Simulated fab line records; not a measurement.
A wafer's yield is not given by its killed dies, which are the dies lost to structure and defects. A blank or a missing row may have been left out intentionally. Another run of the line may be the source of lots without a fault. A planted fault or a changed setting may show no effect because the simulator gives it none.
Chamber matching ; flow nand-harc ; NHARC_P_STI_ETCH_15 on rie-si-06: 4 sister chambers
The step etches the open film in HBr/Cl2, target depth 300 nm, time 100.1 s. 18 wafers are shown with their chamber, then 9 later ones without.

EACH WAFER AND ITS CHAMBER
wafer;chamber;drypump-motor-current-A (A);throttle-valve-pct (%);oes-product-au (a.u.)
L074.1;3;6.1;26.403;1.006
L074.3;2;5.5;26.415;0.997
L074.4;1;6.1;26.430;1.000
L074.2;0;4.8;26.412;0.994
L074.5;2;5.5;26.419;0.996
L074.6;3;6.2;26.397;0.994
L076.1;1;6.1;26.415;1.003
L076.2;3;6.1;26.396;1.010
L076.3;0;4.8;26.398;0.993
L079.2;1;6.1;26.406;0.985
L079.3;3;6.1;26.396;1.002
L079.5;0;4.8;26.414;1.003
L087.1;0;4.8;26.397;1.013
L087.2;2;5.4;26.415;0.994
L087.3;3;6.1;26.415;0.997
L087.4;1;6.1;26.389;0.998
L087.5;2;5.4;26.414;1.011
L087.6;3;6.2;26.392;0.991

SIGNATURES, as means of the wafers listed above
reading;chamber 0;chamber 1;chamber 2;chamber 3;scatter within a chamber
drypump-motor-current-A;4.800;6.100;5.450;6.133;0.0408
throttle-valve-pct;26.40525;26.41000;26.41575;26.39983;0.0103
oes-product-au;1.00075;0.99650;0.99950;1.00000;0.008
Rule: for a wafer and a chamber, the distance is found by dividing, reading by reading, the gap between the wafer's reading and the chamber's mean by the reading's scatter, squaring, summing and taking the root. The wafer belongs to the nearest chamber; if the next one is less than 2 further off, it can't be placed. The scatter: take each reading less its chamber's mean, square it, sum over the shown wafers, divide by the number of wafers less the number of chambers, and take the root.

WAFERS WHOSE CHAMBER IS MISSING
wafer;drypump-motor-current-A (A);throttle-valve-pct (%);oes-product-au (a.u.)
L091.2;6.1;26.398;1.004
L091.5;6.1;26.401;1.001
L091.6;5.5;26.403;1.001
L094.1;6.1;26.388;0.994
L094.2;4.8;26.412;1.000
L094.3;6.1;26.412;0.991
L097.1;6.1;26.403;0.996
L097.5;4.8;26.417;0.992
L097.6;6.1;26.403;1.008

WHICH CHAMBER EACH WENT THROUGH
wafer;from the rows above;in truth
L091.2;can't be placed: 3 or 1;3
L091.5;can't be placed: 3 or 1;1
L091.6;2;2
L094.1;can't be placed: 3 or 1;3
L094.2;0;0
L094.3;can't be placed: 1 or 3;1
L097.1;can't be placed: 1 or 3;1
L097.5;0;0
L097.6;can't be placed: 3 or 1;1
Placed correctly: 3 of 9. From these rows, 6 cannot be placed; in 6 the true chamber is one of the candidates. 0 placed wrongly.
